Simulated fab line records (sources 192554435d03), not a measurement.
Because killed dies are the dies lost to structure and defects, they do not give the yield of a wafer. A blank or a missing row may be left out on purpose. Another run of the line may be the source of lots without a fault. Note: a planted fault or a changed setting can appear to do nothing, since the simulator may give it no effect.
Which of the tools did it?	flow n5_finfet	Sampling: 24 lots, 72 wafers, 6 of 1938 route steps

WHAT EACH GAUGE READ, for each wafer
N5_BEOL_M11_CD_MEAS_11 targets a cd of 64.1 nm.
lot	measured	on	cd_nm (nm)
L074	day 11 01:55	cd_sem-03	64.4 64.6 65.4
L076	day 11 13:35	cd_sem-02	64.9 63.9 64.0
L075	day 11 13:47	cd_sem-01	63.3 63.4 63.2
L077	day 11 13:58	cd_sem-01	64.1 64.3 64.7
L080	day 11 16:52	cd_sem-03	63.9 65.0 64.2
L078	day 11 18:59	cd_sem-02	64.5 64.5 65.1
L079	day 11 19:21	cd_sem-03	64.5 64.2 65.0
L081	day 12 20:20	cd_sem-03	64.5 64.0 64.6
L083	day 13 03:26	cd_sem-01	63.9 65.0 64.5
L084	day 13 01:33	cd_sem-03	64.5 63.9 64.0
L082	day 13 02:34	cd_sem-01	63.6 63.9 63.7
L086	day 14 08:48	cd_sem-01	63.1 62.8 63.3
L088	day 14 13:37	cd_sem-01	63.2 62.7 63.6
L085	day 14 16:24	cd_sem-02	64.0 64.4 64.7
L087	day 14 13:10	cd_sem-02	64.7 63.9 63.9
L090	day 14 16:49	cd_sem-01	64.4 65.4 64.6
L092	day 15 01:42	cd_sem-01	63.8 63.8 64.1
L089	day 15 02:47	cd_sem-02	64.7 64.8 63.6
L091	day 15 12:38	cd_sem-02	64.1 63.5 62.8
L093	day 16 02:19	cd_sem-03	64.0 64.2 64.0
L095	day 16 01:07	cd_sem-01	63.4 63.2 63.1
L094	day 16 01:26	cd_sem-01	63.2 63.8 63.6
L096	day 16 16:50	cd_sem-03	64.2 64.1 63.9
L097	day 17 11:08	cd_sem-02	65.1 65.1 64.8

EACH LOT AND THE TOOL THAT RAN IT (in order: tool; ch and the chambers of the sampled wafers; start)
lot	N5_BEOL_M9_HM_OPEN_17	N5_BEOL_M9_DESCUM_33	N5_BEOL_M9_STRIP_80	N5_BEOL_M10_SURFACE_TREAT_76	N5_BEOL_M11_ILD_DEP_00
L074	rie_metal-01 ch 0,1, day 10 10:52	rie_diel-02 ch 0,3, day 10 12:13	rie_diel-02 ch 0,3, day 10 20:16 or earlier	pvd_sputter-01, day 10 20:16	pecvd-04 ch 1,2, day 10 21:50
L076	rie_metal-03 ch 0,1, day 10 20:13	rie_diel-04 ch 0,1,2, day 11 00:44	rie_diel-04 ch 0,1,2, day 11 09:39 or earlier	pvd_sputter-03, day 11 09:39	pecvd-03 ch 0,1, day 11 10:57
L075	rie_metal-02 ch 1, day 10 20:21	rie_diel-02 ch 1,2, day 11 00:34	rie_diel-02 ch 1,2, day 11 10:27 or earlier	pvd_sputter-03, day 11 10:27	pecvd-01 ch 0,2, day 11 11:55
L077	rie_metal-01 ch 0,1, day 10 20:31	rie_diel-03 ch 1,2,3, day 11 01:06	rie_diel-03 ch 1,2,3, day 11 10:29 or earlier	pvd_sputter-03, day 11 10:29	pecvd-03 ch 0,2, day 11 12:20
L080	rie_metal-01 ch 0,1, day 11 02:20	rie_diel-02 ch 2,3, day 11 03:02	rie_diel-02 ch 2,3, day 11 14:01 or earlier	pvd_sputter-02, day 11 14:01	pecvd-01 ch 0,1, day 11 15:38
L078	rie_metal-01 ch 0,1, day 11 04:29	rie_diel-03 ch 1,3, day 11 06:25	rie_diel-03 ch 1,3, day 11 14:44 or earlier	pvd_sputter-01, day 11 14:44	pecvd-01 ch 0,2, day 11 16:01
L079	rie_metal-02 ch 1, day 11 04:34	rie_diel-04 ch 1,2,3, day 11 06:19	rie_diel-04 ch 1,2,3, day 11 15:17 or earlier	pvd_sputter-01, day 11 15:17	pecvd-01 ch 0,1,2, day 11 16:39
L081	rie_metal-03 ch 0,1, day 12 02:45	rie_diel-03 ch 2,3, day 12 04:39	rie_diel-03 ch 2,3, day 12 14:44 or earlier	pvd_sputter-03, day 12 14:44	pecvd-01 ch 0,1, day 12 18:43
L083	rie_metal-02 ch 0, day 12 06:20	rie_diel-04 ch 1,2,3, day 12 11:14	rie_diel-04 ch 1,2,3, day 12 22:23 or earlier	pvd_sputter-02, day 12 22:23	pecvd-03 ch 1,2, day 13 01:29
L084	rie_metal-01 ch 0,1, day 12 06:30	rie_diel-04 ch 0,3, day 12 10:11	rie_diel-04 ch 0,3, day 12 21:43 or earlier	pvd_sputter-03, day 12 21:43	pecvd-04 ch 0,1, day 13 00:29
L082	rie_metal-01 ch 0,1, day 12 07:50	rie_diel-02 ch 1,2,3, day 12 10:44	rie_diel-02 ch 1,2,3, day 12 22:16 or earlier	pvd_sputter-03, day 12 22:16	pecvd-04 ch 0,2, day 13 01:13
L086	rie_metal-02 ch 0,1, day 13 09:00	rie_diel-03 ch 1,2,3, day 13 10:35	rie_diel-03 ch 1,2,3, day 14 02:40 or earlier	pvd_sputter-01, day 14 02:40	pecvd-03 ch 0,1,2, day 14 05:45
L088	rie_metal-03 ch 1, day 13 16:35	rie_diel-03 ch 0,1,3, day 13 20:42	rie_diel-03 ch 0,1,3, day 14 08:11 or earlier	pvd_sputter-02, day 14 08:11	pecvd-01 ch 0,1, day 14 12:01
L085	rie_metal-01 ch 0,1, day 13 17:07	rie_diel-02 ch 0,3, day 13 21:09	rie_diel-02 ch 0,3, day 14 08:41 or earlier	pvd_sputter-02, day 14 08:41	pecvd-03 ch 0,1, day 14 12:57
L087	rie_metal-02 ch 0,1, day 13 17:49	rie_diel-04 ch 1,3, day 13 20:52	rie_diel-04 ch 1,3, day 14 05:27 or earlier	pvd_sputter-02, day 14 05:27	pecvd-04 ch 0,2, day 14 10:11
L090	rie_metal-03 ch 1, day 13 22:51	rie_diel-04 ch 0,2,3, day 14 00:45	rie_diel-04 ch 0,2,3, day 14 12:20 or earlier	pvd_sputter-03, day 14 12:20	pecvd-01 ch 0,1,2, day 14 15:45
L092	rie_metal-02 ch 0,1, day 14 06:21	rie_diel-04 ch 1,2,3, day 14 07:38	rie_diel-04 ch 1,2,3, day 14 19:33 or earlier	pvd_sputter-03, day 14 19:33	pecvd-03 ch 0,2, day 14 23:11
L089	rie_metal-02 ch 0,1, day 14 09:26	rie_diel-04 ch 1,2, day 14 10:05	rie_diel-04 ch 1,2, day 14 21:41 or earlier	pvd_sputter-01, day 14 21:41	pecvd-03 ch 1,2, day 15 00:22
L091	rie_metal-01 ch 1, day 14 17:03	rie_diel-03 ch 1,2, day 14 18:10	rie_diel-03 ch 1,2, day 15 05:48 or earlier	pvd_sputter-01, day 15 05:48	pecvd-01 ch 0,2, day 15 07:09
L093	rie_metal-02 ch 0,1, day 15 06:58	rie_diel-04 ch 0,1,2, day 15 11:34	rie_diel-04 ch 0,1,2, day 15 22:46 or earlier	pvd_sputter-01, day 15 22:46	pecvd-01 ch 1,2, day 16 00:55
L095	rie_metal-02 ch 0,1, day 15 07:34	rie_diel-03 ch 0,1,3, day 15 11:30	rie_diel-03 ch 0,1,3, day 15 20:25 or earlier	pvd_sputter-02, day 15 20:25	pecvd-01 ch 0,1,2, day 15 23:36
L094	rie_metal-02 ch 0,1, day 15 08:04	rie_diel-02 ch 0,2, day 15 11:31	rie_diel-02 ch 0,2, day 15 20:21 or earlier	pvd_sputter-03, day 15 20:21	pecvd-01 ch 0,1, day 15 23:50
L096	rie_metal-01 ch 1, day 15 20:28	rie_diel-04 ch 0,1,3, day 16 00:16	rie_diel-04 ch 0,1,3, day 16 13:15 or earlier	pvd_sputter-01, day 16 13:15	pecvd-01 ch 0,2, day 16 14:50
L097	rie_metal-02 ch 0, day 16 17:12	rie_diel-02 ch 0,1,3, day 16 18:50	rie_diel-02 ch 0,1,3, day 17 08:05 or earlier	pvd_sputter-01, day 17 08:05	pecvd-03 ch 0,2, day 17 09:47
- N5_BEOL_M9_HM_OPEN_17: chemistry Cl2/BCl3, target TiN, target depth 20 nm, overetch 6 nm.
- N5_BEOL_M9_DESCUM_33: chemistry O2, time 7 s.
- N5_BEOL_M9_STRIP_80: strips in N2/H2, time 10 s.
- N5_BEOL_M10_SURFACE_TREAT_76
- N5_BEOL_M11_ILD_DEP_00: deposits SiCOH lowk from DEMS/porogen, target thk 308.51 nm, time 58 s.

WHAT THE TOOLS THEMSELVES READ (means of the sampled wafers that have a number; where no wafer has one, the mark that the record gives instead)
N5_BEOL_M9_HM_OPEN_17.
lot	tool	drypump_motor_current_A (A)	oes_product_au (a.u.)	throttle_valve_pct (%)
L074	rie_metal-01	6.26	0.62	22.07
L076	rie_metal-03	5.68	0.57	22.10
L075	rie_metal-02	5.92	0.71	22.18
L077	rie_metal-01	6.30	0.66	21.88
L080	rie_metal-01	6.27	0.62	22.07
L078	rie_metal-01	6.27	0.61	22.06
L079	rie_metal-02	5.94	0.71	22.16
L081	rie_metal-03	6.04	0.59	22.26
L083	rie_metal-02	5.95	0.83	22.09
L084	rie_metal-01	6.30	0.65	21.91
L082	rie_metal-01	6.26	0.60	22.09
L086	rie_metal-02	5.93	0.78	22.14
L088	rie_metal-03	6.42	0.61	22.42
L085	rie_metal-01	6.30	0.60	22.10
L087	rie_metal-02	5.93	0.73	22.16
L090	rie_metal-03	6.41	0.61	22.42
L092	rie_metal-02	5.94	0.73	22.16
L089	rie_metal-02	5.93	0.73	22.16
L091	rie_metal-01	6.32	0.68	21.73
L093	rie_metal-02	5.93	0.75	22.15
L095	rie_metal-02	5.94	0.72	22.17
L094	rie_metal-02	5.93	0.72	22.15
L096	rie_metal-01	6.30	0.67	21.76
L097	rie_metal-02	5.92	0.77	22.11

N5_BEOL_M9_DESCUM_33.
lot	tool	drypump_motor_current_A (A)	oes_product_au (a.u.)	rf_vpp_V (V)	showerhead_plenum_p_Torr (Torr)	throttle_valve_pct (%)
L074	rie_diel-02	6.1	0.74	244.0	2.12	20.7
L076	rie_diel-04	5.5	0.76	241.5	2.01	20.2
L075	rie_diel-02	6.0	0.76	243.9	2.15	20.6
L077	rie_diel-03	5.9	0.72	243.4	2.11	20.4
L080	rie_diel-02	6.0	0.87	243.0	2.07	20.0
L078	rie_diel-03	6.0	0.74	243.2	2.11	20.2
L079	rie_diel-04	5.6	0.75	242.9	2.05	20.2
L081	rie_diel-03	5.7	0.74	243.2	2.10	20.4
L083	rie_diel-04	5.5	0.74	242.9	2.05	20.2
L084	rie_diel-04	6.1	0.71	241.6	2.00	20.3
L082	rie_diel-02	6.0	0.79	243.5	2.10	20.3
L086	rie_diel-03	5.9	0.80	242.4	2.11	20.3
L088	rie_diel-03	5.7	0.87	243.3	2.10	20.2
L085	rie_diel-02	6.1	0.91	242.9	2.11	20.5
L087	rie_diel-04	5.6	0.76	242.2	2.03	20.2
L090	rie_diel-04	5.8	0.72	241.0	2.01	20.3
L092	rie_diel-04	5.6	0.73	242.9	2.05	20.2
L089	rie_diel-04	5.3	0.76	242.5	2.04	20.1
L091	rie_diel-03	6.1	0.84	243.1	2.11	20.2
L093	rie_diel-04	5.5	0.73	242.0	2.00	20.3
L095	rie_diel-03	5.7	0.85	243.6	2.09	20.2
L094	rie_diel-02	5.4	0.90	243.7	2.14	20.6
L096	rie_diel-04	5.8	0.82	242.2	1.98	20.2
L097	rie_diel-02	6.3	0.88	243.2	2.10	20.4

N5_BEOL_M9_STRIP_80.
lot	tool	drypump_motor_current_A (A)	oes_product_au (a.u.)	rf_vpp_V (V)	showerhead_plenum_p_Torr (Torr)	throttle_valve_pct (%)
L074	rie_diel-02	6.0	0.74	59.9	2.56	23.95
L076	rie_diel-04	5.5	0.76	58.7	2.44	23.51
L075	rie_diel-02	5.9	0.75	59.6	2.62	23.77
L077	rie_diel-03	5.9	0.73	59.2	2.56	23.61
L080	rie_diel-02	6.0	0.87	59.1	2.50	23.19
L078	rie_diel-03	6.0	0.74	58.7	2.58	23.53
L079	rie_diel-04	5.6	0.75	58.7	2.49	23.47
L081	rie_diel-03	5.7	0.73	59.6	2.54	23.72
L083	rie_diel-04	5.6	0.74	60.0	2.49	23.48
L084	rie_diel-04	6.1	0.71	59.1	2.44	23.60
L082	rie_diel-02	6.0	0.80	59.1	2.55	23.49
L086	rie_diel-03	5.9	0.79	59.1	2.55	23.54
L088	rie_diel-03	5.7	0.88	59.6	2.55	23.46
L085	rie_diel-02	6.1	0.91	59.2	2.55	23.72
L087	rie_diel-04	5.6	0.76	58.4	2.46	23.51
L090	rie_diel-04	5.8	0.71	58.8	2.45	23.56
L092	rie_diel-04	5.5	0.73	58.9	2.48	23.49
L089	rie_diel-04	5.3	0.76	59.1	2.47	23.47
L091	rie_diel-03	6.1	0.83	59.5	2.56	23.34
L093	rie_diel-04	5.5	0.73	58.3	2.43	23.56
L095	rie_diel-03	5.7	0.85	59.7	2.54	23.49
L094	rie_diel-02	5.4	0.90	59.0	2.60	23.85
L096	rie_diel-04	5.8	0.82	58.2	2.42	23.54
L097	rie_diel-02	6.3	0.88	59.5	2.55	23.64

N5_BEOL_M11_ILD_DEP_00.
lot	tool	heater_power_w (W)	showerhead_plenum_p_Torr (Torr)	throttle_valve_pct (%)
L074	pecvd-04	297	5.728	13.0
L076	pecvd-03	318	5.745	14.3
L075	pecvd-01	287	5.742	13.7
L077	pecvd-03	277	5.754	13.4
L080	pecvd-01	268	5.737	14.9
L078	pecvd-01	284	5.727	13.6
L079	pecvd-01	253	5.728	14.2
L081	pecvd-01	264	5.740	15.0
L083	pecvd-03	314	5.745	14.1
L084	pecvd-04	329	5.745	13.4
L082	pecvd-04	317	5.744	13.4
L086	pecvd-03	297	5.743	13.7
L088	pecvd-01	279	5.745	14.8
L085	pecvd-03	294	5.746	14.0
L087	pecvd-04	268	5.743	13.2
L090	pecvd-01	270	5.730	14.4
L092	pecvd-03	307	5.746	13.2
L089	pecvd-03	312	5.747	13.6
L091	pecvd-01	272	5.727	13.7
L093	pecvd-01	270	5.731	14.8
L095	pecvd-01	284	5.729	14.5
L094	pecvd-01	286	5.743	14.6
L096	pecvd-01	275	5.734	13.7
L097	pecvd-03	301	5.754	13.6

THE ANSWER, worked out from the rows above alone
Rule: the usual values come from the lots themselves. The widest of any qualifying gaps counts: lots, ordered by their means at a reading, are off when they make up no more than a third of the lots, leave a main group of 4 or more, and stand apart from it by 3 or more times the standard deviation of that group's means. The tables above print the reading to a certain number of digits; a main group whose means all agree to those digits is not used. A lot without any number at a reading at which 4 lots or more have one is off too. Any other lot the step has rows for is counted as sound. After the gauges, taken in route order, come the tools' own readings; for these a lot's mean is taken, as printed above. The first step at which some lot is off is used, and at that step the reading that is off furthest; a lot without a number counts as furthest.
No lot is off at any reading shown: from this, nothing can be told.

WHAT THE SIMULATOR PUT IN
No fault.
